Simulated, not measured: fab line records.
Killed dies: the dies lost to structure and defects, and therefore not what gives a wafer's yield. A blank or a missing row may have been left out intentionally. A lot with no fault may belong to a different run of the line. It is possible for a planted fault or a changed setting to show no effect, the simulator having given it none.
A struck lot beside a sound one -- flow n5 finfet -- 18 steps out of a route of 1938
Sound: these wafers, L197.2, L197.3, L197.6. Struck: wafer L207.5 (L207.1, L207.4, from the same lot, were not struck and are left out); the cause is given at the end.
Each step with rows lists, per side, the tool, then ch with its chambers, then its first start. Under that, the readings that differ: sound wafers -- struck wafers -- difference of the means -- sigmas: that difference in standard deviations of wafers without a fault.
alike: same words and numbers on both sides, and readings whose means sit less than 2 such deviations apart. not compared: any withheld reading, any reading some wafer has no value for, any bound like >300 that may hide the same value, and any number with overlapping values for which the record gives no deviation.
Wherever a step has rows on one side only, a row that says differs or no value, or a row with sigmas, the two part there. Numbers that have no deviation but don't overlap get no sigmas and don't part them. Lack of a reading on every wafer of one side parts them only where that side has two or more wafers.

first, 5 steps without rows for these wafers: N5_SD_EPI_P_EBR_05; N5_SD_EPI_P_SOFTBAKE_04 (time 60 s); N5_SD_EPI_P_EXPOSE_06 (exposes mask SD P BLK, target cd 240 nm); N5_SD_EPI_P_PEB_07 (peb time 60 s); N5_SD_EPI_P_DEVELOP_08 (develop time 30 s).
N5_SD_EPI_P_CD_MEAS_09: target cd 240 nm.
  sound on cd sem-03 ch 0, day 3 23:58; struck on cd sem-01 ch 0, day 6 13:22
reading,sound,struck,difference,sigmas
cd nm (nm),239.9 239.5 238.7,241.4,+2.0,+2
N5_SD_EPI_P_OVL_MEAS_10:
  sound on overlay-02 ch 0, day 3 23:59; struck on overlay-02 ch 0, day 6 13:23
reading,sound,struck,difference,sigmas
SD_P_BLK_OVL (nm),0.5 0.2 0.1,-1.1,-1.4,-2
N5_SD_EPI_P_INSPECT_11: inspects for defects (macro).
  sound on defect inspect-01, day 4 00:01; struck on defect inspect-01, day 6 13:25
  alike: raw defect count
N5_SD_EPI_P_DESCUM_14: chemistry O2, time 7.9 s.
  sound on rie diel-05 ch 1,2,3, day 4 00:03; struck on rie diel-04 ch 3, day 6 13:27
reading,sound,struck,difference,sigmas
throttle valve pct (%),20.48 20.64 20.24,20.93,+0.48,+2
  alike: drypump motor current A, oes product au, rf vpp V, showerhead plenum p Torr
  not compared: rf hours counter h
N5_SD_EPI_P_ETCH_36: etches SiARC in CF4, target depth 45.5 nm, time 75.8 s.
  sound on rie diel-05 ch 1,2,3, day 4 00:05; struck on rie diel-04 ch 3, day 6 13:29
reading,sound,struck,difference,sigmas
etch rf on time s (s),75.3 77.0 77.0,73.5,-2.9,-2
rf vpp V (V),182.6 184.9 183.3,186.8,+3.2,+3
  alike: drypump motor current A, mfc ar sccm, oes product au, showerhead plenum p Torr, throttle valve pct
  not compared: rf hours counter h
N5_SD_EPI_P_ETCH_37: etches SOC in N2/H2, overetch 108 nm, time 486 s.
  sound on rie diel-05 ch 1,2,3, day 4 00:08; struck on rie diel-04 ch 3, day 6 13:32
  alike: drypump motor current A, oes product au, rf vpp V, showerhead plenum p Torr, throttle valve pct
  not compared: rf hours counter h
then, 1 step without rows for these wafers: N5_SD_EPI_P_STRIP_38 (strips in N2/H2).
N5_SD_EPI_P_ETCHBACK_46: etches SiNx in CH3F/O2, stops on SiO2, target depth 17.5 nm.
  sound on rie diel-05 ch 1,2,3, day 4 00:28; struck on rie diel-04 ch 3, day 6 13:52
reading,sound,struck,difference,sigmas
model.SiARC_of_SD_EPI_P_COAT_35.thk nm (nm),15.4 15.6 15.4,13,-2,
  alike: drypump motor current A, mfc ar sccm, oes_ar_750_au, oes product au, rf vpp V, showerhead plenum p Torr, throttle valve pct
  not compared: rf hours counter h
N5_SD_EPI_P_ETCH_47: etches SiOCN in CH3F/O2, target depth 25 nm.
  sound on rie diel-05 ch 1,2,3, day 4 00:34; struck on rie diel-04 ch 3, day 6 13:58
  alike: drypump motor current A, mfc ar sccm, oes_ar_750_au, oes product au, rf vpp V, showerhead plenum p Torr, throttle valve pct
  not compared: rf hours counter h
N5_SD_EPI_P_ETCH_16: etches SiO2 in CHF3/O2, target depth 5 nm.
  sound on rie diel-05 ch 1,2,3, day 4 00:40; struck on rie diel-04 ch 3, day 6 14:04
reading,sound,struck,difference,sigmas
model.SiARC_of_SD_EPI_P_COAT_35.thk nm (nm),11.8 12.2 11.8,9.4,-2.5,
  alike: drypump motor current A, mfc ar sccm, oes_ar_750_au, oes product au, rf vpp V, showerhead plenum p Torr, throttle valve pct
  not compared: rf hours counter h
then, 1 step without rows for these wafers: N5_SD_EPI_P_STRIP_50 (strips in CHF3/O2).
-- the record jumps here: 5 days lie between the struck wafers' starts before and after (it left off in module SD_EPI_P and takes up again in module BEOL_M4, whose first step shown is number 1111 of the route) --
N5_BEOL_M4_RC_MEAS_101:
  sound on prober-01 ch 0, day 8 08:22; struck on prober-02 ch 0, day 11 07:05
reading,sound,struck,difference,sigmas
DIBL_P (mV/V),36.6 34.0 32.4,39.7,+5.4,+3
IOFF_N (nA/um),0.16 0.13 0.11,0.20,+0.07,+2
IOFF_P (nA/um),0.20 0.16 0.15,0.30,+0.13,+4
ION_N (uA/um),687 681 660,699,+23,+2
ION_P (uA/um),468 463 455,496,+34,+4
SS_P (mV/dec),72.5 72.4 72.6,74.6,+2.1,+3
VT_P (mV),-252 -254 -256,-245,+9,+3
  alike: DIBL_N, SS_N, VT_N
-- record jumps: 4 days separate the struck wafers' starts on either side; left off in module BEOL_M4, taken up again in module PASSIVATION, whose first shown step is the route's number 1936 --
N5_PASSIVATION_PROBE_49:
  only the struck wafers here have rows in the record (prober-02, day 15 18:36); the sound ones have none

## WHERE THEY PART
Last at N5_PASSIVATION_PROBE_49 as far as this record goes, first at N5_SD_EPI_P_CD_MEAS_09.

WHY: what had been put in by the simulator
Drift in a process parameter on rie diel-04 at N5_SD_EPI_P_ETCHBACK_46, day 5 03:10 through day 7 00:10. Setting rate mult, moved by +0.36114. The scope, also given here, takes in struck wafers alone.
